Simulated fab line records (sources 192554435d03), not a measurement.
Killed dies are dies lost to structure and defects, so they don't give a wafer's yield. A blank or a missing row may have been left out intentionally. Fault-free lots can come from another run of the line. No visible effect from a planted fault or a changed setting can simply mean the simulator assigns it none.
fab line records + flow n5-finfet + part 1 of 2: steps 1 to 3 of 6
[record]
- lots = 22
- wafers = 66
- last-day = 18
route steps=1938 shown HKMG_FIN@445 GATE_CUT@465
lots untouched by any fault: they come from a run of this same line in which no faults occurred
start-h: start of the lot's first displayed wafer, in hours after the record's first day + wait-h: hours from the lot's prior step to this one + " same as the row above + L1.1+2: a row that stands for several wafers + - no value present, or no start provided + * or withheld: withheld + < > ~ a bound
route shown NAME@n: NAME is a module with steps in the file, n the number in the route of the first one + usual: mean/standard deviation taken from wafers without a fault + same: alike in all rows + chamber/n: place in a boat + sites: the reading at each site + _std_site: standard deviation of those values + _edge_site: outer sites' mean less inner sites' + radius-mm: how far each site lies from the wafer's centre + mask NAME#n: copy n + behind: tool/chamber where the wafer was last shaped + hold: what put the lot on hold/how long, in hours/how the hold closed + device: which transistor (n, p or np) failed to switch + end of line: the same wafers' tests at the end of the route + for a step that has no rows: nothing shown but its recipe + killed: the dies lost at the first sort to structure and to defects; this is not the yield of the wafer + map: the dies of a wafer, with x for killed, . for not killed, _ for no die there
set.NAME: setting as actually run; set.NAME@STEP: the setting as run at that earlier step + model.NAME: the simulator's own value behind a step, which no gauge read
the route's steps for a sample of lots (tables are steps, rows are wafers)
services: the hour from which a tool's chamber was out of use, counted from the record's first day as start-h (under 0 if before that day), plus the number of hours and why
[[steps]]
[step N5_HKMG_FIN_STRIP_89]
[recipe]
- chemistry = N2/H2
- material = SOC
- time-s = 20
- power-w = 500
- temp-c = 40
- pressure-mtorr = 50
- rf-frequency-hz = 6e+07
- bias-power-w = 8
- h2-frac = 0.5
- n2-flow-sccm = 300
- h2-flow-sccm = 300
[usual]
- bias-power-w = 8.000/0.026
- drypump-motor-current-A = 6.0/0.53
- oes-product-au = 0.77/0.082
- rf-vpp-V = 54.2/0.91
- showerhead-plenum-p-Torr = 3.39/0.12
- temp-c = 40.00/0.12
- throttle-valve-pct = 19.0/0.4
| lot.wafer | tool        | chamber | start-h | wait-h | bias-power-w | drypump-motor-current-A | oes-product-au | rf-hours-counter-h | rf-vpp-V | showerhead-plenum-p-Torr | temp-c | throttle-valve-pct |
|-----------|-------------|---------|---------|--------|--------------|-------------------------|----------------|--------------------|----------|--------------------------|--------|--------------------|
| L074.2    | rie-diel-05 | 0       | 78.66   | 0.0    | 7.994        | 5.6                     | 0.70           | 210                | 55.2     | 3.44                     | 40.08  | 19.2               |
| L074.5    | "           | 1       | "       | "      | 8.011        | 6.5                     | 0.74           | -                  | 53.1     | 3.36                     | 39.86  | 18.5               |
| L074.6    | "           | 0       | "       | "      | 7.980        | 5.6                     | 0.70           | -                  | 54.8     | 3.44                     | 40.08  | 19.2               |
| L076.1    | rie-diel-02 | 1       | 90.10   | 0.0    | 8.052        | 6.5                     | 0.67           | 251                | 52.7     | 3.17                     | 40.16  | 19.1               |
| L076.2    | "           | 2       | "       | "      | 7.956        | 5.7                     | 0.85           | 50                 | 55.0     | 3.43                     | 39.91  | 19.6               |
| L076.5    | "           | 1       | "       | "      | 7.987        | 6.5                     | 0.66           | -                  | 53.6     | 3.17                     | 40.03  | 19.1               |
| L077.1    | rie-diel-05 | 1       | 95.02   | 0.0    | 8.053        | 6.5                     | 0.73           | 173                | 54.5     | 3.36                     | 39.95  | 18.5               |
| L077.2    | "           | 2       | "       | "      | 7.969        | 5.6                     | 0.72           | 162                | 55.0     | 3.49                     | 40.20  | 19.4               |
| L077.5    | "           | 1       | "       | "      | 8.030        | 6.5                     | 0.73           | -                  | 54.2     | 3.36                     | 39.99  | 18.5               |
| L078.1    | rie-diel-05 | 0       | 99.88   | 0.0    | 7.984        | 5.6                     | 0.70           | 216                | 55.4     | 3.44                     | 40.01  | 19.2               |
| L078.4    | "           | 3       | "       | "      | 8.003        | 6.2                     | 0.75           | 207                | 52.7     | 3.19                     | 40.01  | 19.1               |
| L078.6    | "           | 1       | "       | "      | 7.964        | 6.5                     | 0.73           | -                  | 55.0     | 3.36                     | 39.83  | 18.5               |
| L079.2    | rie-diel-01 | 0       | 107.92  | 0.0    | 7.997        | 6.8                     | 0.75           | 142                | 55.1     | 3.35                     | 40.08  | 18.7               |
| L079.3    | "           | 1       | "       | "      | 8.040        | 6.2                     | 0.85           | 67                 | 55.7     | 3.55                     | 39.75  | 19.4               |
| L079.4    | "           | 3       | "       | "      | 8.016        | 5.1                     | 0.90           | 28                 | 54.3     | 3.30                     | 39.87  | 18.5               |
| L080.1    | rie-diel-01 | 2       | 116.35  | 0.0    | 7.990        | 4.9                     | 0.73           | 170                | 54.1     | 3.23                     | 40.03  | 19.1               |
| L080.3    | "           | 1       | "       | "      | 8.024        | 6.2                     | 0.85           | 70                 | 55.8     | 3.55                     | 39.96  | 19.4               |
| L080.4    | "           | 3       | "       | "      | 8.030        | 5.1                     | 0.89           | 32                 | 53.0     | 3.30                     | 39.88  | 18.5               |
| L081.2    | rie-diel-02 | 1       | 119.99  | 0.0    | 7.997        | 6.5                     | 1.00           | 1                  | 55.6     | 3.58                     | 40.18  | 18.6               |
| L081.5    | "           | 1       | "       | "      | 7.993        | 6.5                     | 0.99           | -                  | 54.1     | 3.58                     | 40.08  | 18.6               |
| L081.6    | "           | 0       | "       | "      | 7.975        | 6.3                     | 0.72           | -                  | 55.5     | 3.47                     | 39.92  | 18.6               |
| L082.1    | rie-diel-05 | 3       | 124.58  | 0.0    | 7.990        | 6.2                     | 0.73           | 217                | 54.8     | 3.18                     | 39.79  | 19.1               |
| L082.5    | "           | 3       | "       | "      | 8.023        | 6.3                     | 0.73           | -                  | 52.5     | 3.18                     | 39.92  | 19.2               |
| L082.6    | "           | 2       | "       | "      | 8.015        | 5.6                     | 0.73           | -                  | 52.8     | 3.48                     | 40.18  | 19.4               |
| L083.1    | rie-diel-05 | 3       | 132.40  | 0.0    | 8.067        | 6.2                     | 0.74           | 219                | 53.0     | 3.18                     | 39.93  | 19.2               |
| L083.3    | "           | 2       | "       | "      | 8.044        | 5.6                     | 0.73           | 171                | 56.2     | 3.48                     | 40.00  | 19.4               |
| L083.4    | "           | 0       | "       | "      | 8.006        | 5.6                     | 0.69           | 227                | 54.1     | 3.43                     | 40.02  | 19.3               |
| L084.1    | rie-diel-01 | 2       | 138.69  | 0.0    | 8.026        | 4.9                     | 0.71           | 177                | 54.3     | 3.22                     | 39.87  | 19.1               |
| L084.3    | "           | 1       | "       | "      | 8.014        | 6.2                     | 0.83           | 78                 | 57.1     | 3.54                     | 39.99  | 19.4               |
| L084.6    | "           | 1       | "       | "      | 8.027        | 6.2                     | 0.83           | -                  | 53.6     | 3.54                     | 40.10  | 19.4               |
| L085.1    | rie-diel-05 | 0       | 145.10  | 0.0    | 8.041        | 5.6                     | 0.69           | 231                | 55.7     | 3.43                     | 39.93  | 19.3               |
| L085.3    | "           | 3       | "       | "      | 8.025        | 6.2                     | 0.74           | 222                | 54.0     | 3.18                     | 39.96  | 19.2               |
| L085.6    | "           | 0       | "       | "      | 8.070        | 5.6                     | 0.69           | -                  | 53.0     | 3.43                     | 40.00  | 19.3               |
| L087.1    | rie-diel-02 | 3       | 156.12  | 0.0    | 8.030        | 6.0                     | 0.94           | 26                 | 53.5     | 3.55                     | 40.03  | 18.6               |
| L087.4    | "           | 2       | "       | "      | 8.028        | 5.7                     | 0.81           | 78                 | 55.8     | 3.41                     | 40.25  | 19.7               |
| L087.5    | "           | 3       | "       | "      | 7.993        | 6.0                     | 0.93           | -                  | 54.9     | 3.55                     | 40.10  | 18.6               |
| L088.1    | rie-diel-02 | 0       | 162.28  | 0.0    | 8.032        | 6.3                     | 0.70           | 200                | 52.6     | 3.46                     | 40.01  | 18.6               |
| L088.3    | "           | 3       | "       | "      | 8.008        | 6.0                     | 0.92           | 29                 | 55.4     | 3.55                     | 39.83  | 18.6               |
| L088.6    | "           | 0       | "       | "      | 8.003        | 6.3                     | 0.70           | -                  | 54.6     | 3.46                     | 40.13  | 18.6               |
| L089.1    | rie-diel-05 | 0       | 168.35  | 0.0    | 7.960        | 5.6                     | 0.69           | 237                | 54.3     | 3.43                     | 40.02  | 19.3               |
| L089.3    | "           | 1       | "       | "      | 8.002        | 6.5                     | 0.71           | 198                | 55.4     | 3.35                     | 40.12  | 18.5               |
| L089.5    | "           | 3       | "       | "      | 8.016        | 6.2                     | 0.74           | -                  | 54.5     | 3.18                     | 40.14  | 19.2               |
| L090.2    | rie-diel-05 | 0       | 172.87  | 0.0    | 7.996        | 5.6                     | 0.68           | 239                | 55.2     | 3.42                     | 40.05  | 19.3               |
| L090.4    | "           | 1       | "       | "      | 7.991        | 6.5                     | 0.71           | 200                | 55.8     | 3.35                     | 40.05  | 18.5               |
| L090.6    | "           | 3       | "       | "      | 7.970        | 6.2                     | 0.74           | -                  | 53.9     | 3.18                     | 39.88  | 19.2               |
| L091.1    | rie-diel-02 | 1       | 181.65  | 0.0    | 7.945        | 6.5                     | 0.91           | 22                 | 53.7     | 3.57                     | 39.98  | 18.7               |
| L091.5    | "           | 2       | "       | "      | 7.996        | 5.7                     | 0.81           | -                  | 54.0     | 3.41                     | 39.90  | 19.7               |
| L091.6    | "           | 3       | "       | "      | 7.985        | 6.0                     | 0.92           | -                  | 53.6     | 3.55                     | 40.19  | 18.6               |
| L092.4    | rie-diel-01 | 0       | 183.99  | 0.0    | 7.996        | 6.8                     | 0.72           | 170                | 54.9     | 3.33                     | 39.87  | 18.7               |
| L092.5    | "           | 2       | "       | "      | 7.974        | 4.9                     | 0.71           | -                  | 54.2     | 3.21                     | 40.09  | 19.2               |
| L092.6    | "           | 1       | "       | "      | 7.987        | 6.2                     | 0.82           | -                  | 53.8     | 3.53                     | 39.93  | 19.5               |
| L093.2    | rie-diel-02 | 1       | 192.96  | 0.0    | 7.988        | 6.5                     | 0.91           | 27                 | 54.3     | 3.57                     | 40.09  | 18.7               |
| L093.4    | "           | 2       | "       | "      | 8.011        | 5.7                     | 0.80           | -                  | 53.0     | 3.41                     | 39.94  | 19.7               |
| L093.5    | "           | 1       | "       | "      | 8.012        | 6.5                     | 0.90           | -                  | 54.2     | 3.57                     | 40.14  | 18.7               |
| L094.2    | rie-diel-01 | 1       | 195.96  | 0.0    | 7.995        | 6.2                     | 0.81           | 99                 | 54.8     | 3.53                     | 40.10  | 19.5               |
| L094.4    | "           | 0       | "       | "      | 8.038        | 6.8                     | 0.71           | 174                | 53.0     | 3.33                     | 40.06  | 18.7               |
| L094.6    | "           | 3       | "       | "      | 8.017        | 5.1                     | 0.85           | -                  | 52.5     | 3.28                     | 40.08  | 18.5               |
| L095.1    | rie-diel-01 | 1       | 200.05  | 0.0    | 7.979        | 6.1                     | 0.82           | 100                | 53.5     | 3.53                     | 39.76  | 19.5               |
| L095.4    | "           | 0       | "       | "      | 7.998        | 6.8                     | 0.71           | 175                | 53.8     | 3.33                     | 40.14  | 18.7               |
| L095.5    | "           | 0       | "       | "      | 8.014        | 6.8                     | 0.71           | -                  | 53.4     | 3.33                     | 40.18  | 18.7               |
| L096.2    | rie-diel-02 | 0       | 211.65  | 0.0    | 7.965        | 6.2                     | 0.70           | 216                | 53.5     | 3.45                     | 39.87  | 18.7               |
| L096.4    | "           | 3       | "       | "      | 7.974        | 6.0                     | 0.91           | 43                 | 53.9     | 3.54                     | 39.88  | 18.6               |
| L096.6    | "           | 3       | "       | "      | 8.025        | 6.0                     | 0.91           | -                  | 53.8     | 3.54                     | 40.02  | 18.6               |
| L097.4    | rie-diel-05 | 1       | 217.13  | 0.0    | 7.984        | 6.5                     | 0.70           | -                  | 53.2     | 3.34                     | 40.09  | 18.6               |
| L097.5    | "           | 3       | "       | "      | 7.991        | 6.2                     | 0.72           | -                  | 53.7     | 3.17                     | 40.10  | 19.2               |
| L097.6    | "           | 2       | "       | "      | 7.980        | 5.6                     | 0.70           | -                  | 54.2     | 3.47                     | 40.15  | 19.5               |
[step N5_GATE_CUT_ETCHBACK_00]
[recipe]
- chemistry = SF6/Cl2
- target = W
- pressure-mtorr = 8
- icp-w = 900
- bias-w = 80
- SF6_flow_sccm = 40
- Cl2_flow_sccm = 60
[usual]
- drypump-motor-current-A = 5.6/0.41
- oes-product-au = 0.80/0.1
- throttle-valve-pct = 27.38/0.22
| lot.wafer | tool         | chamber | start-h | wait-h | drypump-motor-current-A | oes-product-au | rf-hours-counter-h | throttle-valve-pct |
|-----------|--------------|---------|---------|--------|-------------------------|----------------|--------------------|--------------------|
| L074.2    | rie-metal-01 | 0       | 81.84   | 0.0    | 5.9                     | 0.79           | 30                 | 26.98              |
| L074.5    | "            | 0       | "       | "      | 5.9                     | 0.79           | -                  | 26.99              |
| L074.6    | "            | 1       | "       | "      | 5.8                     | 0.71           | -                  | 27.38              |
| L076.1    | rie-metal-03 | 0       | 93.14   | 0.0    | 6.0                     | 0.73           | 60                 | 27.38              |
| L076.2    | "            | 1       | "       | "      | 4.9                     | 0.98           | 1                  | 27.57              |
| L076.5    | "            | 0       | "       | "      | 6.0                     | 0.73           | -                  | 27.39              |
| L077.1    | rie-metal-03 | 0       | 98.06   | 0.0    | 6.0                     | 0.73           | 61                 | 27.39              |
| L077.2    | "            | 1       | "       | "      | 4.9                     | 0.95           | 2                  | 27.56              |
| L077.5    | "            | 0       | "       | "      | 6.0                     | 0.73           | -                  | 27.39              |
| L078.1    | rie-metal-01 | 0       | 102.98  | 0.0    | 5.9                     | 0.80           | 32                 | 27.00              |
| L078.4    | "            | 0       | "       | "      | 5.9                     | 0.80           | -                  | 27.01              |
| L078.6    | "            | 1       | "       | "      | 5.8                     | 0.71           | -                  | 27.38              |
| L079.2    | rie-metal-02 | 1       | 110.96  | 0.0    | 5.5                     | 0.90           | 5                  | 27.59              |
| L079.3    | "            | 1       | "       | "      | 5.6                     | 0.92           | -                  | 27.62              |
| L079.4    | "            | 0       | "       | "      | 5.2                     | 0.59           | -                  | 27.74              |
| L080.1    | rie-metal-03 | 1       | 119.42  | 0.0    | 4.9                     | 0.95           | 3                  | 27.57              |
| L080.3    | "            | 0       | "       | "      | 6.0                     | 0.73           | -                  | 27.40              |
| L080.4    | "            | 1       | "       | "      | 4.9                     | 0.95           | -                  | 27.54              |
| L081.2    | rie-metal-01 | 1       | 123.03  | 0.0    | 5.8                     | 0.71           | 86                 | 27.39              |
| L081.5    | "            | 0       | "       | "      | 5.9                     | 0.79           | -                  | 27.01              |
| L081.6    | "            | 1       | "       | "      | 5.8                     | 0.70           | -                  | 27.38              |
| L082.1    | rie-metal-03 | 0       | 127.61  | 0.0    | 6.0                     | 0.73           | 62                 | 27.40              |
| L082.5    | "            | 0       | "       | "      | 6.0                     | 0.73           | -                  | 27.41              |
| L082.6    | "            | 1       | "       | "      | 4.9                     | 0.95           | -                  | 27.57              |
| L083.1    | rie-metal-01 | 0       | 135.44  | 0.0    | 5.9                     | 0.78           | 34                 | 27.00              |
| L083.3    | "            | 0       | "       | "      | 5.9                     | 0.77           | -                  | 26.98              |
| L083.4    | "            | 1       | "       | "      | 5.9                     | 0.69           | -                  | 27.40              |
| L084.1    | rie-metal-01 | 1       | 141.74  | 0.0    | 5.9                     | 0.69           | 88                 | 27.40              |
| L084.3    | "            | 1       | "       | "      | 5.8                     | 0.69           | -                  | 27.40              |
| L084.6    | "            | 0       | "       | "      | 5.9                     | 0.78           | -                  | 26.99              |
| L085.1    | rie-metal-01 | 1       | 148.13  | 0.0    | 5.8                     | 0.69           | 88                 | 27.41              |
| L085.3    | "            | 0       | "       | "      | 5.9                     | 0.77           | -                  | 27.00              |
| L085.6    | "            | 1       | "       | "      | 5.9                     | 0.69           | -                  | 27.40              |
| L087.1    | rie-metal-02 | 1       | 159.27  | 0.0    | 5.5                     | 0.87           | 9                  | 27.63              |
| L087.4    | "            | 1       | "       | "      | 5.5                     | 0.87           | -                  | 27.61              |
| L087.5    | "            | 1       | "       | "      | 5.5                     | 0.87           | -                  | 27.62              |
| L088.1    | rie-metal-02 | 1       | 165.32  | 0.0    | 5.5                     | 0.86           | 10                 | 27.62              |
| L088.3    | "            | 1       | "       | "      | 5.6                     | 0.86           | -                  | 27.61              |
| L088.6    | "            | 1       | "       | "      | 5.5                     | 0.87           | -                  | 27.63              |
| L089.1    | rie-metal-03 | 0       | 171.58  | 0.0    | 6.0                     | 0.73           | 67                 | 27.41              |
| L089.3    | "            | 0       | "       | "      | 6.0                     | 0.72           | -                  | 27.40              |
| L089.5    | "            | 0       | "       | "      | 6.0                     | 0.71           | -                  | 27.40              |
| L090.2    | rie-metal-03 | 1       | 176.10  | 0.0    | 4.9                     | 0.90           | 9                  | 27.58              |
| L090.4    | "            | 0       | "       | "      | 6.0                     | 0.71           | -                  | 27.41              |
| L090.6    | "            | 0       | "       | "      | 6.0                     | 0.72           | -                  | 27.41              |
| L091.1    | rie-metal-01 | 0       | 184.93  | 0.0    | 5.9                     | 0.77           | 39                 | 27.00              |
| L091.5    | "            | 1       | "       | "      | 5.8                     | 0.68           | -                  | 27.40              |
| L091.6    | "            | 0       | "       | "      | 5.9                     | 0.77           | -                  | 27.00              |
| L092.4    | rie-metal-01 | 1       | 187.20  | 0.1    | 5.8                     | 0.69           | -                  | 27.40              |
| L092.5    | "            | 1       | "       | "      | 5.8                     | 0.69           | -                  | 27.39              |
| L092.6    | "            | 0       | "       | "      | 5.9                     | 0.76           | -                  | 27.00              |
| L093.2    | rie-metal-03 | 1       | 196.28  | 0.0    | 4.9                     | 0.89           | 10                 | 27.58              |
| L093.4    | "            | 1       | "       | "      | 4.9                     | 0.90           | -                  | 27.59              |
| L093.5    | "            | 0       | "       | "      | 6.0                     | 0.71           | -                  | 27.39              |
| L094.2    | rie-metal-02 | 0       | 199.10  | 0.1    | 5.2                     | 0.97           | -                  | 27.37              |
| L094.4    | "            | 0       | "       | "      | 5.2                     | 0.97           | -                  | 27.36              |
| L094.6    | "            | 0       | "       | "      | 5.2                     | 0.96           | -                  | 27.36              |
| L095.1    | rie-metal-01 | 0       | 203.08  | 0.0    | 5.9                     | 0.76           | 41                 | 27.01              |
| L095.4    | "            | 1       | "       | "      | 5.9                     | 0.68           | -                  | 27.42              |
| L095.5    | "            | 0       | "       | "      | 5.9                     | 0.78           | -                  | 27.01              |
| L096.2    | rie-metal-03 | 0       | 214.77  | 0.0    | 6.0                     | 0.71           | 71                 | 27.41              |
| L096.4    | "            | 0       | "       | "      | 6.0                     | 0.71           | -                  | 27.41              |
| L096.6    | "            | 0       | "       | "      | 6.0                     | 0.70           | -                  | 27.43              |
| L097.4    | rie-metal-02 | 1       | 220.18  | 0.1    | 5.5                     | 0.85           | -                  | 27.62              |
| L097.5    | "            | 0       | "       | "      | 5.2                     | 0.93           | -                  | 27.36              |
| L097.6    | "            | 1       | "       | "      | 5.5                     | 0.85           | -                  | 27.63              |
[step N5_GATE_CUT_ETCH_56]
[recipe]
- chemistry = Cl2/Ar
- target = TiN
- target-depth-a = 216
- pressure-mtorr = 10
- icp-w = 600
- bias-w = 60
- Cl2_flow_sccm = 40
- Ar_flow_sccm = 60
[usual]
- drypump-motor-current-A = 5.6/0.41
- oes-product-au = 0.80/0.099
- throttle-valve-pct = 20.71/0.23
| lot.wafer | tool         | chamber | start-h | wait-h | drypump-motor-current-A | oes-product-au | rf-hours-counter-h | throttle-valve-pct |
|-----------|--------------|---------|---------|--------|-------------------------|----------------|--------------------|--------------------|
| L074.2    | rie-metal-01 | 0       | 81.96   | 0.1    | 6.0                     | 0.79           | 30                 | 20.31              |
| L074.5    | "            | 0       | "       | "      | 6.0                     | 0.80           | -                  | 20.29              |
| L074.6    | "            | 1       | "       | "      | 5.8                     | 0.71           | -                  | 20.67              |
| L076.1    | rie-metal-03 | 0       | 93.26   | 0.1    | 6.0                     | 0.73           | 60                 | 20.87              |
| L076.2    | "            | 1       | "       | "      | 4.9                     | 0.96           | 2                  | 20.85              |
| L076.5    | "            | 0       | "       | "      | 6.0                     | 0.72           | -                  | 20.89              |
| L077.1    | rie-metal-03 | 0       | 98.18   | 0.1    | 6.0                     | 0.72           | 61                 | 20.89              |
| L077.2    | "            | 1       | "       | "      | 4.9                     | 0.95           | 2                  | 20.87              |
| L077.5    | "            | 0       | "       | "      | 6.0                     | 0.72           | -                  | 20.88              |
| L078.1    | rie-metal-01 | 0       | 103.10  | 0.1    | 5.9                     | 0.80           | 32                 | 20.30              |
| L078.4    | "            | 0       | "       | "      | 5.9                     | 0.80           | -                  | 20.29              |
| L078.6    | "            | 1       | "       | "      | 5.9                     | 0.71           | -                  | 20.67              |
| L079.2    | rie-metal-02 | 1       | 111.08  | 0.1    | 5.5                     | 0.91           | 5                  | 20.85              |
| L079.3    | "            | 1       | "       | "      | 5.5                     | 0.91           | -                  | 20.87              |
| L079.4    | "            | 0       | "       | "      | 5.2                     | 0.58           | -                  | 21.03              |
| L080.1    | rie-metal-03 | 1       | 119.54  | 0.1    | 4.9                     | 0.93           | 3                  | 20.86              |
| L080.3    | "            | 0       | "       | "      | 6.0                     | 0.72           | -                  | 20.87              |
| L080.4    | "            | 1       | "       | "      | 4.9                     | 0.95           | -                  | 20.87              |
| L081.2    | rie-metal-01 | 1       | 123.15  | 0.1    | 5.8                     | 0.70           | 86                 | 20.66              |
| L081.5    | "            | 0       | "       | "      | 5.9                     | 0.79           | -                  | 20.31              |
| L081.6    | "            | 1       | "       | "      | 5.8                     | 0.70           | -                  | 20.66              |
| L082.1    | rie-metal-03 | 0       | 127.73  | 0.1    | 6.0                     | 0.72           | 63                 | 20.90              |
| L082.5    | "            | 0       | "       | "      | 6.0                     | 0.72           | -                  | 20.89              |
| L082.6    | "            | 1       | "       | "      | 4.9                     | 0.93           | -                  | 20.87              |
| L083.1    | rie-metal-01 | 0       | 135.56  | 0.1    | 5.9                     | 0.79           | 34                 | 20.33              |
| L083.3    | "            | 0       | "       | "      | 5.9                     | 0.78           | -                  | 20.31              |
| L083.4    | "            | 1       | "       | "      | 5.9                     | 0.70           | -                  | 20.67              |
| L084.1    | rie-metal-01 | 1       | 141.86  | 0.1    | 5.9                     | 0.70           | 88                 | 20.67              |
| L084.3    | "            | 1       | "       | "      | 5.9                     | 0.70           | -                  | 20.68              |
| L084.6    | "            | 0       | "       | "      | 5.9                     | 0.79           | -                  | 20.32              |
| L085.1    | rie-metal-01 | 1       | 148.25  | 0.1    | 5.8                     | 0.70           | 88                 | 20.67              |
| L085.3    | "            | 0       | "       | "      | 5.9                     | 0.77           | -                  | 20.31              |
| L085.6    | "            | 1       | "       | "      | 5.8                     | 0.70           | -                  | 20.68              |
| L087.1    | rie-metal-02 | 1       | 159.51  | 0.2    | 5.5                     | 0.88           | 9                  | 20.86              |
| L087.4    | "            | 1       | "       | "      | 5.5                     | 0.89           | -                  | 20.87              |
| L087.5    | "            | 1       | "       | "      | 5.5                     | 0.89           | -                  | 20.85              |
| L088.1    | rie-metal-02 | 1       | 165.56  | 0.2    | 5.5                     | 0.88           | 10                 | 20.86              |
| L088.3    | "            | 1       | "       | "      | 5.5                     | 0.88           | -                  | 20.86              |
| L088.6    | "            | 1       | "       | "      | 5.5                     | 0.88           | -                  | 20.87              |
| L089.1    | rie-metal-03 | 0       | 171.70  | 0.1    | 6.0                     | 0.71           | 67                 | 20.89              |
| L089.3    | "            | 0       | "       | "      | 6.0                     | 0.70           | -                  | 20.91              |
| L089.5    | "            | 0       | "       | "      | 6.0                     | 0.71           | -                  | 20.91              |
| L090.2    | rie-metal-03 | 1       | 176.22  | 0.1    | 4.9                     | 0.88           | 9                  | 20.90              |
| L090.4    | "            | 0       | "       | "      | 6.0                     | 0.71           | -                  | 20.90              |
| L090.6    | "            | 0       | "       | "      | 6.0                     | 0.71           | -                  | 20.89              |
| L091.1    | rie-metal-01 | 0       | 185.05  | 0.1    | 5.9                     | 0.77           | 40                 | 20.31              |
| L091.5    | "            | 1       | "       | "      | 5.8                     | 0.68           | -                  | 20.70              |
| L091.6    | "            | 0       | "       | "      | 5.9                     | 0.78           | -                  | 20.31              |
| L092.4    | rie-metal-01 | 1       | 187.31  | 0.1    | 5.9                     | 0.70           | -                  | 20.68              |
| L092.5    | "            | 1       | "       | "      | 5.9                     | 0.69           | -                  | 20.71              |
| L092.6    | "            | 0       | "       | "      | 5.9                     | 0.78           | -                  | 20.31              |
| L093.2    | rie-metal-03 | 1       | 196.40  | 0.1    | 4.9                     | 0.89           | 10                 | 20.89              |
| L093.4    | "            | 1       | "       | "      | 4.9                     | 0.89           | -                  | 20.88              |
| L093.5    | "            | 0       | "       | "      | 6.0                     | 0.71           | -                  | 20.89              |
| L094.2    | rie-metal-02 | 0       | 199.33  | 0.2    | 5.2                     | 0.96           | -                  | 20.62              |
| L094.4    | "            | 0       | "       | "      | 5.2                     | 0.97           | -                  | 20.59              |
| L094.6    | "            | 0       | "       | "      | 5.2                     | 0.96           | -                  | 20.60              |
| L095.1    | rie-metal-01 | 0       | 203.20  | 0.1    | 5.9                     | 0.76           | 41                 | 20.34              |
| L095.4    | "            | 1       | "       | "      | 5.9                     | 0.68           | -                  | 20.71              |
| L095.5    | "            | 0       | "       | "      | 5.9                     | 0.77           | -                  | 20.33              |
| L096.2    | rie-metal-03 | 0       | 214.89  | 0.1    | 6.0                     | 0.70           | 71                 | 20.90              |
| L096.4    | "            | 0       | "       | "      | 6.0                     | 0.70           | -                  | 20.90              |
| L096.6    | "            | 0       | "       | "      | 6.0                     | 0.70           | -                  | 20.92              |
| L097.4    | rie-metal-02 | 1       | 220.29  | 0.1    | 5.5                     | 0.85           | -                  | 20.89              |
| L097.5    | "            | 0       | "       | "      | 5.2                     | 0.93           | -                  | 20.61              |
| L097.6    | "            | 1       | "       | "      | 5.5                     | 0.86           | -                  | 20.87              |
